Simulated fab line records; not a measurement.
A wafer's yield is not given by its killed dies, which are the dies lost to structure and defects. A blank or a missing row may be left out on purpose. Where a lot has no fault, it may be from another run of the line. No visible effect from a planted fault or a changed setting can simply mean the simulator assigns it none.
fab line records | flow nand-harc | part 2 of 2: steps 21 to 29 of 29
record: lots: 5 | wafers: 15 | last-day: 24
route steps=1159 shown A_SGD_CUT@753 A_SLIT@779
lots untouched by any fault: they come from a run of this same line in which no faults occurred
start-h: start of the lot's first displayed wafer, in hours after the record's first day | wait-h: hours from the lot's prior step to this one | " same as the row above | L1.1+2: a row that stands for several wafers | - no value, or no start was given | * or withheld: withheld | < > ~ a bound
route shown NAME@n: a module of which the file shows steps, and the number in the route of the first | usual: mean and standard deviation over wafers with no fault | same: alike in all rows | chamber/n: place in a boat | sites: readings site by site | _std_site: standard deviation across them | _edge_site: inner sites' mean taken away from outer sites' mean | radius-mm: how far each site lies from the wafer's centre | mask NAME#n: copy n | behind: tool/chamber where the wafer was last shaped | hold: the reason the lot was held/the length of the hold in hours/how it ended | device: names the non-switching transistor (n, p or np) | end of line: the same wafers' tests at the end of the route | where a step has no rows: the recipe by itself | killed: the dies lost at the first sort to structure and to defects; this is not the yield of the wafer | map: dies across one wafer; x = killed, . = not, _ = none there
set.NAME: the setting the step ran with; set.NAME@STEP: the setting that earlier step ran with | model.NAME: the simulator's own value behind a step, which no gauge read
lots at some steps of the route; a table a step, a row a wafer
services: when a tool's chamber went out of use (start-h, in hours from the record's first day, below 0 if earlier), for how many hours, and the reason
== steps ==
step: NHARC_A_SGD_CUT_THK_MEAS_22
recipe: thk-meas-gauge: ellipsometry
usual: thk-nm: 148.2/1.7
lot.wafer | tool          | chamber | start-h | wait-h | thk-nm
L078.1    | film-metro-01 | -       | 345.16  | 0.2    | 146.8
L078.3    | "             | -       | "       | "      | 144.8
L078.6    | "             | -       | "       | "      | 148.1
L082.1    | film-metro-02 | -       | 374.80  | 0.2    | 148.6
L082.4    | "             | -       | "       | "      | 152.1
L082.5    | "             | -       | "       | "      | 151.7
L085.2    | film-metro-01 | -       | 398.38  | 0.2    | 148.5
L085.5    | "             | -       | "       | "      | 147.5
L085.6    | "             | -       | "       | "      | 151.0
L093.1    | film-metro-02 | -       | 423.51  | 0.2    | 146.5
L093.4    | "             | -       | "       | "      | 146.6
L093.6    | "             | -       | "       | "      | 148.3
L096.2    | film-metro-02 | -       | 450.77  | 0.2    | 146.7
L096.3    | "             | -       | "       | "      | 146.3
L096.5    | "             | -       | "       | "      | 145.3
step: NHARC_A_SGD_CUT_SRD_23
lot.wafer  | tool         | chamber | start-h | wait-h
L078.6+3+1 | wet-bench-06 | 6,7,0   | 345.20  | 0.0
L082.4+5+1 | wet-bench-02 | 1,2,4   | 374.84  | 0.0
L085.2+5+6 | wet-bench-06 | 0,1,5   | 398.42  | 0.0
L093.1+4+6 | wet-bench-03 | 7,0,1   | 423.56  | 0.0
L096.5+3+2 | wet-bench-02 | 1,2,4   | 450.82  | 0.0
step: NHARC_A_SGD_CUT_ETCH_26
recipe: target-depth-a: 458 | chemistry: dHF | material: SiO2
lot.wafer  | tool         | chamber | start-h | wait-h
L078.6+3+1 | wet-bench-06 | 6,7,0   | 345.23  | 0.0
L082.4+5+1 | wet-bench-02 | 1,2,4   | 374.87  | 0.0
L085.2+5+6 | wet-bench-06 | 0,1,5   | 398.45  | 0.0
L093.1+4+6 | wet-bench-03 | 7,0,1   | 423.59  | 0.0
L096.5+3+2 | wet-bench-02 | 1,2,4   | 450.85  | 0.0
step: NHARC_A_SGD_CUT_ETCHBACK_24
recipe: target-depth-a: 500 | over-etch-frac: 0.3 | time-s: 92.857 | ion-energy-ev: 120 | ch3f-flow-sccm: 50 | o2-flow-sccm: 30 | ar-flow-sccm: 200 | rf-w: 500 | bias-w: 100 | chemistry: CH3F/O2
usual: drypump-motor-current-A: 5.56/0.22 | oes-product-au: 0.97/0.036 | rf-fwd-power-W: 496.7/1.7 | rf-vpp-V: 244.3/1.7 | showerhead-plenum-p-Torr: 2.46/0.12 | throttle-valve-pct: 20.664/0.0093
same: time-s: 92.857
lot.wafer | tool        | chamber | start-h | wait-h | drypump-motor-current-A | oes-product-au | rf-fwd-power-W | rf-hours-counter-h | rf-vpp-V | showerhead-plenum-p-Torr | throttle-valve-pct
L078.1    | rie-diel-11 | 2       | 345.38  | 0.1    | 5.59                    | 0.98           | 494.6          | 16                 | 242.7    | 2.35                     | 20.667
L078.3    | "           | 1       | "       | "      | 5.49                    | 0.98           | 498.2          | 17                 | 244.1    | 2.45                     | 20.664
L078.6    | "           | 3       | "       | "      | 5.87                    | 1.00           | 498.8          | -                  | 244.0    | 2.39                     | 20.654
L082.1    | rie-diel-06 | 3       | 375.02  | 0.1    | 5.36                    | 0.92           | 497.1          | 8                  | 245.9    | 2.59                     | 20.661
L082.4    | "           | 2       | "       | "      | 5.37                    | 0.93           | 496.4          | 7                  | 242.9    | 2.42                     | 20.658
L082.5    | "           | 0       | "       | "      | 5.19                    | 0.95           | 496.3          | -                  | 245.7    | 2.53                     | 20.669
L085.2    | rie-diel-06 | 1       | 398.63  | 0.2    | 5.86                    | 0.92           | 498.3          | 11                 | 246.7    | 2.64                     | 20.656
L085.6    | "           | 0       | "       | "      | 5.18                    | 0.93           | 496.7          | -                  | 245.4    | 2.53                     | 20.661
L085.5    | "           | 1       | "       | "      | 5.85                    | 0.92           | 496.4          | -                  | 247.6    | 2.64                     | 20.670
L093.4    | rie-diel-11 | 3       | 423.74  | 0.1    | 5.88                    | 0.92           | 497.6          | 6                  | 242.8    | 2.39                     | 20.658
L093.1    | "           | 2       | "       | "      | 5.60                    | 0.90           | 496.7          | 4                  | 242.2    | 2.35                     | 20.659
L093.6    | "           | 0       | "       | "      | 5.41                    | 0.92           | 499.5          | -                  | 241.4    | 2.33                     | 20.666
L096.2    | rie-diel-11 | 2       | 450.99  | 0.1    | 5.58                    | 0.95           | 495.2          | 8                  | 242.8    | 2.35                     | 20.669
L096.3    | "           | 1       | "       | "      | 5.50                    | 0.95           | 495.9          | 9                  | 242.9    | 2.44                     | 20.653
L096.5    | "           | 3       | "       | "      | 5.88                    | 0.99           | 497.7          | -                  | 243.6    | 2.39                     | 20.654
step: NHARC_A_SGD_CUT_STRIP_28
recipe: time-s: 20 | o2-flow-sccm: 500 | ar-flow-sccm: 0 | bias-w: 0 | chemistry: O2
usual: drypump-motor-current-A: 5.56/0.22 | oes-product-au: 0.998/0.0097 | rf-vpp-V: 57.7/0.94 | showerhead-plenum-p-Torr: 3.53/0.16 | throttle-valve-pct: 17.037/0.0091
same: time-s: 20
lot.wafer | tool        | chamber | start-h | wait-h | drypump-motor-current-A | oes-product-au | rf-hours-counter-h | rf-vpp-V | showerhead-plenum-p-Torr | throttle-valve-pct
L078.1    | rie-diel-11 | 1       | 346.27  | 0.9    | 5.50                    | 0.990          | 17                 | 58.3     | 3.51                     | 17.035
L078.3    | "           | 2       | "       | "      | 5.57                    | 0.991          | 16                 | 56.3     | 3.38                     | 17.030
L078.6    | "           | 3       | "       | "      | 5.90                    | 1.005          | -                  | 58.7     | 3.44                     | 17.044
L082.1    | rie-diel-06 | 2       | -       | -      | 5.38                    | 1.002          | 7                  | 56.9     | 3.48                     | 17.044
L082.4    | "           | 3       | "       | "      | 5.35                    | 0.991          | 8                  | 57.8     | 3.71                     | 17.046
L082.5    | "           | 3       | "       | "      | 5.38                    | 0.996          | -                  | 56.9     | 3.71                     | 17.037
L085.2    | rie-diel-06 | 1       | -       | -      | 5.85                    | 0.983          | 11                 | 58.2     | 3.77                     | 17.031
L085.6    | "           | 2       | "       | "      | 5.38                    | 1.010          | -                  | 59.2     | 3.48                     | 17.035
L085.5    | "           | 3       | "       | "      | 5.37                    | 0.995          | -                  | 59.3     | 3.71                     | 17.033
L093.1    | rie-diel-11 | 2       | -       | -      | 5.58                    | 0.986          | 4                  | 58.0     | 3.37                     | 17.024
L093.4    | "           | 3       | "       | "      | 5.90                    | 1.009          | 6                  | 55.7     | 3.43                     | 17.043
L093.6    | "           | 0       | "       | "      | 5.41                    | 1.000          | -                  | 57.4     | 3.35                     | 17.026
L096.3    | rie-diel-11 | 1       | -       | -      | 5.47                    | 0.999          | 9                  | 57.2     | 3.50                     | 17.029
L096.2    | "           | 2       | "       | "      | 5.61                    | 0.989          | 8                  | 56.7     | 3.37                     | 17.049
L096.5    | "           | 3       | "       | "      | 5.89                    | 1.002          | -                  | 56.1     | 3.43                     | 17.036
step: NHARC_A_SGD_CUT_INSPECT_25
usual: raw-defect-count: 304/80
lot.wafer | tool              | chamber | start-h | wait-h | raw-defect-count
L078.1    | defect-inspect-02 | -       | 346.37  | -      | 241
L078.3    | "                 | -       | "       | "      | 363
L078.6    | "                 | -       | "       | "      | 297
L082.1    | defect-inspect-01 | -       | 375.26  | -      | 309
L082.4    | "                 | -       | "       | "      | 330
L082.5    | "                 | -       | "       | "      | 387
L085.2    | defect-inspect-02 | -       | 398.87  | -      | 234
L085.5    | "                 | -       | "       | "      | 429
L085.6    | "                 | -       | "       | "      | 321
L093.1    | defect-inspect-02 | -       | 423.98  | -      | 479
L093.4    | "                 | -       | "       | "      | 358
L093.6    | "                 | -       | "       | "      | 295
L096.2    | defect-inspect-02 | -       | 451.24  | -      | 241
L096.3    | "                 | -       | "       | "      | 251
L096.5    | "                 | -       | "       | "      | 238
step: NHARC_A_SLIT_DEP_25
recipe: target-thk-a: 2000 | temp-c: 400 | pressure-torr: 6.5 | rf-w: 900 | teos-flow-sccm: 161.4 | flow-sccm: 2650 | target-thk-nm: 200 | gas: O2 | material: SiO2
usual: heater-power-w: 576/78 | rf-fwd-power-W: 897.7/2.9 | throttle-valve-pct: 16.1/0.39
lot.wafer | tool     | chamber | start-h | wait-h | heater-power-w | rf-fwd-power-W | throttle-valve-pct
L078.3    | pecvd-03 | 1       | 346.48  | 0.1    | 648            | 893.4          | 15.9
L078.1    | "        | 2       | "       | "      | 605            | 895.8          | 16.3
L078.6    | "        | 1       | "       | "      | 671            | 895.8          | 15.8
L082.1    | pecvd-03 | 2       | 375.33  | 0.1    | 602            | 893.4          | 16.5
L082.4    | "        | 0       | "       | "      | 683            | 899.3          | 15.9
L082.5    | "        | 1       | "       | "      | 561            | 894.2          | 16.0
L085.2    | pecvd-01 | 0       | 398.97  | 0.1    | 496            | 897.7          | 15.2
L085.6    | "        | 2       | "       | "      | 440            | 900.6          | 16.0
L085.5    | "        | 0       | "       | "      | 527            | 896.8          | 15.8
L093.1    | pecvd-02 | 1       | 424.13  | 0.1    | 455            | 895.1          | 15.5
L093.6    | "        | 0       | "       | "      | 425            | 897.5          | 16.2
L093.4    | "        | 1       | "       | "      | 455            | 898.4          | 15.4
L096.2    | pecvd-01 | 2       | 451.41  | 0.2    | 514            | 898.3          | 16.5
L096.3    | "        | 0       | "       | "      | 567            | 894.0          | 15.8
L096.5    | "        | 1       | "       | "      | 531            | 895.7          | 16.2
step: NHARC_A_SLIT_DEP_00
recipe: target-thk-a: 32000 | temp-c: 400 | material: aC
usual: throttle-valve-pct: 35.000/0.0093
lot.wafer | tool       | chamber | start-h | wait-h | throttle-valve-pct
L078.1    | acl-dep-01 | 0       | 348.96  | -      | 35.007
L078.3    | "          | 0       | "       | "      | 35.004
L078.6    | "          | 0       | "       | "      | 35.002
L082.1    | acl-dep-01 | 0       | 375.67  | -      | 34.986
L082.4    | "          | 0       | "       | "      | 34.992
L082.5    | "          | 0       | "       | "      | 35.000
L085.2    | acl-dep-02 | 0       | 400.45  | -      | 35.002
L085.5    | "          | 0       | "       | "      | 34.986
L085.6    | "          | 0       | "       | "      | 35.014
L093.1    | acl-dep-01 | 0       | 424.38  | -      | 35.005
L093.4    | "          | 0       | "       | "      | 35.005
L093.6    | "          | 0       | "       | "      | 35.002
L096.2    | acl-dep-03 | 0       | 452.07  | -      | 34.998
L096.3    | "          | 0       | "       | "      | 34.982
L096.5    | "          | 0       | "       | "      | 34.999
step: NHARC_A_SLIT_DEP_23
recipe: target-thk-a: 1000 | target-thk-nm: 100 | temp-c: 400 | pressure-torr: 3.5 | flow-sccm: 200 | rf-w: 350 | material: SiON
usual: heater-power-w: 763/79 | rf-fwd-power-W: 348.5/1.1
lot.wafer | tool     | chamber | start-h | wait-h | heater-power-w | rf-fwd-power-W
L078.3    | pecvd-01 | 0       | 350.90  | 1.0    | 756            | 348.8
L078.1    | "        | 1       | "       | "      | 656            | 349.2
L078.6    | "        | 0       | "       | "      | 793            | 348.3
L082.1    | pecvd-02 | 2       | 377.95  | 2.0    | 861            | 347.7
L082.4    | "        | 2       | "       | "      | 849            | 348.4
L082.5    | "        | 0       | "       | "      | 662            | 347.1
L085.2    | pecvd-03 | 0       | 402.14  | 1.4    | 774            | 348.4
L085.5    | "        | 1       | "       | "      | 777            | 349.8
L085.6    | "        | 0       | "       | "      | 786            | 348.5
L093.1    | pecvd-02 | 1       | 426.37  | 1.7    | 773            | 348.3
L093.6    | "        | 1       | "       | "      | 757            | 348.3
L093.4    | "        | 0       | "       | "      | 653            | 347.9
L096.2    | pecvd-01 | 0       | 453.72  | 1.3    | 757            | 347.2
L096.3    | "        | 2       | "       | "      | 653            | 350.5
L096.5    | "        | 0       | "       | "      | 769            | 349.7
== services ==
tool            | chamber | start-h | hours | kind
litho-track-04  | -       | 316.00  | 7.0   | pm
wet-bench-03    | -       | 322.43  | 8.0   | pm
wet-bench-02    | -       | 327.53  | 2.2   | repair
pecvd-02        | -       | 334.01  | 13.0  | pm
cmp-02          | -       | 337.91  | 0.6   | repair
rie-diel-06     | 0       | 338.80  | 14.1  | repair
cmp-02          | -       | 339.34  | 4.0   | pm
rie-diel-11     | 0       | 340.44  | 14.4  | repair
rie-diel-09     | 0       | 344.56  | 1.3   | repair
wet-bench-02    | -       | 356.00  | 8.0   | pm
rie-diel-11     | -       | 366.98  | 9.0   | pm
arfi-scanner-01 | -       | 368.00  | 4.0   | pm
fcvd-02         | 1       | 374.65  | 3.4   | repair
fcvd-02         | -       | 376.00  | 13.0  | pm
rie-diel-11     | 2       | 391.38  | 7.8   | repair
pecvd-02        | -       | 405.67  | 0.5   | repair
rie-diel-06     | -       | 418.20  | 9.0   | pm
pecvd-01        | -       | 418.22  | 13.0  | pm
rie-diel-09     | 2       | 425.96  | 4.0   | repair
rie-diel-09     | -       | 431.13  | 9.0   | pm
rie-diel-06     | 0       | 432.96  | 1.4   | repair
cmp-02          | -       | 437.34  | 4.0   | pm
litho-track-01  | -       | 443.00  | 7.0   | pm
rie-diel-06     | 1       | 448.11  | 5.5   | repair
